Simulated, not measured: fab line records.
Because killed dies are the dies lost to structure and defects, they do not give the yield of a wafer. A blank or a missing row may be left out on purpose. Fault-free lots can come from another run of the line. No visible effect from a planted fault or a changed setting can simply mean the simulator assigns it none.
fab line records	flow nandHarc
record: lots: 5	wafers: 14	lastDay: 24
route steps=1159 shown P_CONTACT@228
lots with no fault: from the same line, run without faults
startH: hours from the record's first day to the start of the lot's first wafer shown	waitH: how many hours have passed since the lot's step before this one	" same as the row above	L1.1+2: several wafers, shown together as one row	- no value, or no start given	* or withheld: withheld	< > ~ a bound
route shown NAME@n: names a module that has steps shown in the file, with the first one's number in the route	usual: average and standard deviation across the fault-free wafers	same: alike in all rows	chamber/n: place in a boat	sites: the reading at each site	_std_site: standard deviation across them	_edge_site: the outer-site mean with the inner-site mean subtracted	radiusMm: how far each site lies from the wafer's centre	mask NAME#n: copy n	behind: tool/chamber where the wafer was last shaped	hold: why the lot was held/for how many hours/how that ended	device: the n, p or np transistor that did not switch	end of line: the tests these same wafers got at the end of their route	for a step that has no rows: nothing shown but its recipe	killed: the dies lost at the first sort to structure and to defects; this is not the yield of the wafer	map: a wafer's dies, x killed, . not, _ none there
set.NAME: the run value of the setting; set.NAME@STEP: its run value at that earlier step	model.NAME: the simulator's own value behind a step, which no gauge read
lots seen at some steps along the route; tables by step, rows by wafer
services: from which hour (startH, from the record's first day; less than 0 if before it) a tool's chamber was out of use, for how many hours, and why
== steps ==
step: NHARC_P_CONTACT_EBR_08
step: NHARC_P_CONTACT_EXPOSE_09
recipe: na: 1.35	targetCdNm: 90	doseMj: 81.26	maskId: P_CA
step: NHARC_P_CONTACT_PEB_10
recipe: pebTempC: 100	pebTimeS: 65
step: NHARC_P_CONTACT_DEVELOP_11
recipe: developTimeS: 35	devTempC: 23
step: NHARC_P_CONTACT_CD_MEAS_12
recipe: targetCdNm: 90	landingEnergyEv: 500
usual: cdNm: 90.0/0.57
lot.wafer	tool	chamber	startH	waitH	cdNm
L873.2	cdSem-03	0	109.60	-	90.0
L873.3	"	0	"	"	90.7
L873.6	"	0	"	"	90.1
L874.2	cdSem-01	0	110.27	-	90.2
L874.4	"	0	"	"	89.7
L874.5	"	0	"	"	89.3
L881.4	cdSem-03	0	162.43	-	90.0
L881.6	"	0	"	"	91.0
L891.2	cdSem-03	0	221.55	-	90.1
L891.4	"	0	"	"	89.3
L891.5	"	0	"	"	90.0
L893.2	cdSem-02	0	231.90	-	90.4
L893.4	"	0	"	"	90.7
L893.6	"	0	"	"	89.8
step: NHARC_P_CONTACT_OVL_MEAS_13
usual: overlayXNm: -0.4/0.83	overlayYNm: -0.3/0.97
lot.wafer	tool	chamber	startH	waitH	overlayXNm	overlayYNm
L873.2	overlay-01	-	109.69	-	-0.5	-0.9
L873.3	"	-	"	"	-0.5	-1.6
L873.6	"	-	"	"	-0.4	-0.1
L874.2	overlay-02	-	110.36	-	1.0	-1.8
L874.4	"	-	"	"	1.4	-1.7
L874.5	"	-	"	"	0.9	-1.4
L881.4	overlay-01	-	162.51	-	0.5	-0.1
L881.6	"	-	"	"	0.9	-0.3
L891.2	overlay-01	-	221.64	-	0.5	-0.3
L891.4	"	-	"	"	0.4	-0.2
L891.5	"	-	"	"	0.3	-0.8
L893.2	overlay-02	-	231.98	-	-1.4	-1.1
L893.4	"	-	"	"	-1.7	-0.6
L893.6	"	-	"	"	-1.9	-0.9
step: NHARC_P_CONTACT_INSPECT_14
usual: rawDefectCount: 3.8/2.4
lot.wafer	tool	chamber	startH	waitH	rawDefectCount
L873.2	defectInspect-02	-	109.72	0.0	6
L873.3	"	-	"	"	2
L873.6	"	-	"	"	5
L874.2	defectInspect-01	-	110.40	0.0	1
L874.4	"	-	"	"	5
L874.5	"	-	"	"	9
L881.4	defectInspect-02	-	162.55	0.0	1
L881.6	"	-	"	"	4
L891.2	defectInspect-01	-	221.69	0.1	8
L891.4	"	-	"	"	7
L891.5	"	-	"	"	7
L893.2	defectInspect-01	-	232.02	0.0	3
L893.4	"	-	"	"	7
L893.6	"	-	"	"	6
step: NHARC_P_CONTACT_DESCUM_17
recipe: timeS: 3	o2FlowSccm: 200	arFlowSccm: 0	biasPowerW: 0	chemistry: O2
usual: drypumpMotorCurrentA: 5.9/0.43	oesProductAu: 1.005/0.0086	rfVppV: 57.9/0.89	showerheadPlenumPTorr: 1.93/0.073	throttleValvePct: 11.312/0.0097
same: biasPowerW: 0
lot.wafer	tool	chamber	startH	waitH	drypumpMotorCurrentA	oesProductAu	rfHoursCounterH	rfVppV	showerheadPlenumPTorr	throttleValvePct
L873.3	rieDiel-08	0	109.79	0.1	5.9	1.024	14	57.6	1.91	11.309
L873.2	"	2	"	"	5.9	1.005	15	57.5	2.03	11.306
L873.6	"	0	"	"	5.9	1.007	-	58.5	1.91	11.304
L874.4	rieDiel-06	2	110.46	0.1	6.4	1.006	18	58.9	1.97	11.311
L874.2	"	1	"	"	6.3	0.999	16	57.6	1.92	11.315
L874.5	"	2	"	"	6.4	1.009	-	58.5	1.97	11.309
L881.4	rieDiel-06	3	162.63	0.1	5.7	1.003	37	58.6	1.97	11.315
L881.6	"	0	"	"	6.3	1.001	-	57.5	1.83	11.323
L891.2	rieDiel-12	2	221.76	0.1	5.7	0.989	0	58.4	1.94	11.337
L891.5	"	0	"	"	6.3	1.008	-	56.8	1.85	11.319
L891.4	"	2	"	"	5.8	0.998	-	56.7	1.94	11.296
L893.4	rieDiel-08	0	232.08	0.1	5.9	1.016	9	57.6	1.90	11.315
L893.2	"	3	"	"	5.6	1.018	9	57.4	1.84	11.317
L893.6	"	1	"	"	6.3	0.998	-	57.5	1.99	11.297
step: NHARC_P_CONTACT_ETCH_35
recipe: targetDepthA: 390	overEtchFrac: 0.3	timeS: 65	ionEnergyEv: 80	cf4FlowSccm: 150	arFlowSccm: 0	rfW: 300	biasW: 100	chemistry: CF4
usual: drypumpMotorCurrentA: 5.9/0.43	oesProductAu: 1.004/0.0091	rfVppV: 151.5/1.2	showerheadPlenumPTorr: 1.78/0.064	throttleValvePct: 13.284/0.0098
lot.wafer	tool	chamber	startH	waitH	drypumpMotorCurrentA	oesProductAu	rfHoursCounterH	rfVppV	showerheadPlenumPTorr	throttleValvePct
L873.2	rieDiel-08	0	109.87	0.1	5.9	0.999	14	152.5	1.76	13.281
L873.3	"	2	"	"	6.0	1.010	15	153.5	1.86	13.276
L873.6	"	1	"	"	6.3	0.996	-	150.9	1.84	13.292
L874.2	rieDiel-06	0	110.59	0.1	6.4	1.006	11	150.4	1.70	13.272
L874.4	"	3	"	"	5.7	1.001	18	153.6	1.82	13.279
L874.5	"	1	"	"	6.2	1.000	-	153.2	1.78	13.279
L881.4	rieDiel-06	1	162.70	0.1	6.2	1.003	36	150.5	1.77	13.284
L881.6	"	1	"	"	6.2	0.990	-	150.9	1.77	13.270
L891.2	rieDiel-12	2	221.87	0.1	5.7	0.999	0	151.6	1.79	13.286
L891.5	"	0	"	"	6.2	1.003	-	150.4	1.72	13.273
L891.4	"	2	"	"	5.7	0.992	-	150.3	1.79	13.279
L893.4	rieDiel-08	1	232.17	0.1	6.4	0.997	9	150.0	1.83	13.277
L893.2	"	3	"	"	5.7	1.008	9	149.9	1.71	13.247
L893.6	"	1	"	"	6.3	1.007	-	152.5	1.83	13.297
step: NHARC_P_CONTACT_ETCH_36
recipe: targetDepthA: 2600	overEtchFrac: 0.25	timeS: 406.25	ionEnergyEv: 200	n2FlowSccm: 150	h2FlowSccm: 150	arFlowSccm: 0	rfW: 400	biasW: 150	chemistry: N2/H2
usual: drypumpMotorCurrentA: 5.9/0.42	oesProductAu: 1.004/0.0082	rfVppV: 431.0/2.4	showerheadPlenumPTorr: 2.06/0.082	throttleValvePct: 14.171/0.0084
lot.wafer	tool	chamber	startH	waitH	drypumpMotorCurrentA	oesProductAu	rfHoursCounterH	rfVppV	showerheadPlenumPTorr	throttleValvePct
L873.2	rieDiel-08	2	-	-	6.0	1.004	15	434.7	2.16	14.165
L873.3	"	0	"	"	5.9	1.013	14	431.3	2.03	14.178
L873.6	"	2	"	"	6.0	1.004	-	432.1	2.16	14.170
L874.2	rieDiel-06	1	-	-	6.2	0.998	16	431.9	2.05	14.161
L874.4	"	3	"	"	5.7	1.000	18	431.4	2.11	14.171
L874.5	"	2	"	"	6.4	1.015	-	433.8	2.10	14.161
L881.4	rieDiel-06	0	-	-	6.3	1.002	32	426.8	1.95	14.168
L881.6	"	1	"	"	6.2	0.992	-	430.9	2.04	14.171
L891.2	rieDiel-12	3	-	-	5.7	1.012	0	433.6	2.19	14.177
L891.5	"	3	"	"	5.7	1.020	-	433.8	2.18	14.160
L891.4	"	0	"	"	6.2	1.008	-	429.4	1.97	14.172
L893.4	rieDiel-08	3	-	-	5.6	1.000	9	430.3	1.96	14.167
L893.2	"	0	"	"	5.9	1.000	9	430.0	2.03	14.169
L893.6	"	0	"	"	5.9	1.005	-	429.5	2.03	14.179
step: NHARC_P_CONTACT_ETCH_18
recipe: targetDepthA: 4810	timeS: 240.5	c4f8FlowSccm: 20	o2FlowSccm: 10	arFlowSccm: withheld	rfW: 600	biasW: 1500	chemistry: C4F8/O2/Ar
usual: oesProductAu: 0.967/0.018	rfVppV: 979/4.8
lot.wafer	tool	chamber	startH	waitH	oesProductAu	rfHoursCounterH	rfVppV
L873.2	rieDiel-08	2	-	-	0.989	15	985
L873.3	"	3	"	"	0.954	15	973
L873.6	"	0	"	"	0.956	-	977
L874.4	rieDiel-06	1	-	-	0.956	16	978
L874.2	"	0	"	"	0.962	11	973
L874.5	"	1	"	"	0.960	-	979
L881.4	rieDiel-06	1	-	-	0.953	36	979
L881.6	"	3	"	"	0.989	-	982
L891.2	rieDiel-12	0	-	-	0.971	1	974
L891.4	"	3	"	"	0.965	-	985
L891.5	"	0	"	"	0.958	-	973
L893.4	rieDiel-08	1	-	-	0.920	9	983
L893.2	"	2	"	"	0.926	9	985
L893.6	"	0	"	"	0.930	-	977
step: NHARC_P_CONTACT_STRIP_37
recipe: c4f8FlowSccm: withheld	o2FlowSccm: 8	arFlowSccm: withheld	biasW: 0	chemistry: C4F8/O2/Ar
step: NHARC_P_CONTACT_ETCH_31
recipe: targetDepthA: 300	timeS: 85.7	ionEnergyEv: 120	overEtchFrac: 1	ch3fFlowSccm: 50	o2FlowSccm: 30	arFlowSccm: 200	rfW: 500	biasW: 100	chemistry: CH3F/O2
usual: drypumpMotorCurrentA: 5.9/0.4	oesProductAu: 0.985/0.017	rfVppV: 244.6/1.5	showerheadPlenumPTorr: 2.48/0.088	throttleValvePct: 20.662/0.0086
lot.wafer	tool	chamber	startH	waitH	drypumpMotorCurrentA	oesProductAu	rfHoursCounterH	rfVppV	showerheadPlenumPTorr	throttleValvePct
L873.3	rieDiel-08	3	110.52	-	5.7	0.982	15	242.9	2.37	20.659
L873.2	"	1	"	"	6.3	0.975	14	245.3	2.56	20.645
L873.6	"	0	"	"	5.8	0.976	-	243.3	2.45	20.660
L874.2	rieDiel-06	0	111.36	-	6.3	0.995	11	243.3	2.37	20.666
L874.4	"	2	"	"	6.4	0.993	19	245.9	2.53	20.665
L874.5	"	1	"	"	6.2	0.999	-	244.5	2.47	20.672
L881.4	rieDiel-06	3	163.47	-	5.7	0.999	37	245.2	2.53	20.670
L881.6	"	1	"	"	6.2	0.906	-	247.0	2.46	20.662
L891.2	rieDiel-12	3	222.63	-	5.7	0.994	1	246.9	2.62	20.653
L891.5	"	3	"	"	5.7	0.997	-	245.8	2.62	20.683
L891.4	"	0	"	"	6.2	0.988	-	243.4	2.38	20.652
L893.2	rieDiel-08	2	232.84	-	6.0	0.962	9	246.4	2.59	20.660
L893.4	"	3	"	"	5.7	0.973	9	243.3	2.37	20.664
L893.6	"	0	"	"	5.9	0.976	-	244.6	2.44	20.659
step: NHARC_P_CONTACT_CD_MEAS_19
usual: cdNm: 88.8/1.5
lot.wafer	tool	chamber	startH	waitH	cdNm
L873.2	cdSem-02	-	110.66	-	87.8
L873.3	"	-	"	"	87.5
L873.6	"	-	"	"	88.7
L874.2	cdSem-01	-	111.49	-	88.8
L874.4	"	-	"	"	89.3
L874.5	"	-	"	"	90.1
L881.4	cdSem-03	-	163.59	-	87.8
L881.6	"	-	"	"	89.2
L891.2	cdSem-02	-	222.77	-	88.4
L891.4	"	-	"	"	87.3
L891.5	"	-	"	"	89.8
L893.2	cdSem-02	-	232.95	-	88.1
L893.4	"	-	"	"	90.2
L893.6	"	-	"	"	87.6
== services ==
tool	chamber	startH	hours	kind
rieDiel-08	0	103.80	-	clean
rieDiel-08	1	103.80	-	clean
rieDiel-08	2	103.80	-	clean
rieDiel-08	3	103.80	-	clean
rieDiel-08	-	124.80	9.0	pm
rieDiel-08	0	124.80	9.0	ventCycle
rieDiel-08	1	124.80	12.7	ventCycle
rieDiel-08	2	124.80	9.0	ventCycle
rieDiel-08	3	124.80	9.0	ventCycle
rieDiel-12	0	125.13	24.1	repair
rieDiel-08	0	133.80	-	clean
rieDiel-08	2	133.80	-	clean
rieDiel-08	3	133.80	-	clean
rieDiel-08	0	158.30	-	clean
rieDiel-08	1	158.30	-	clean
rieDiel-08	2	158.30	-	clean
rieDiel-08	3	158.30	-	clean
rieDiel-08	0	182.80	-	clean
rieDiel-08	1	182.80	-	clean
rieDiel-08	2	182.80	-	clean
rieDiel-08	3	182.80	-	clean
rieDiel-06	1	183.57	9.1	repair
rieDiel-12	-	202.41	9.0	pm
rieDiel-12	1	218.40	5.1	repair
== key ==
firstSign: step: NHARC_P_CONTACT_ETCH_31	reading: oesProductAu	direction: down	sigmas: 4.7	usual: 0.985	struck: 0.906
effect none on later readings
metAt NHARC_P_CONTACT_ETCH_31
struckWafers L881.6
testerLeftOut L881
onsetBetween 111.36 163.47
fault: kind: processParameterDrift	tool: rieDiel-06	chamber: -	onsetH: 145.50	steps: NHARC_P_CONTACT_ETCH_31	channel: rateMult	offset: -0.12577	shape: step	endH: 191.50	scope: struckWafersOnly
testerLeftOut: of these lots the tester's yield and bins aren't shown, on N5 and GAA mostly nor the transistor test; their killed dies are dies lost to structure and defects alone, not to doping, threshold or leakage, so they don't give the yield
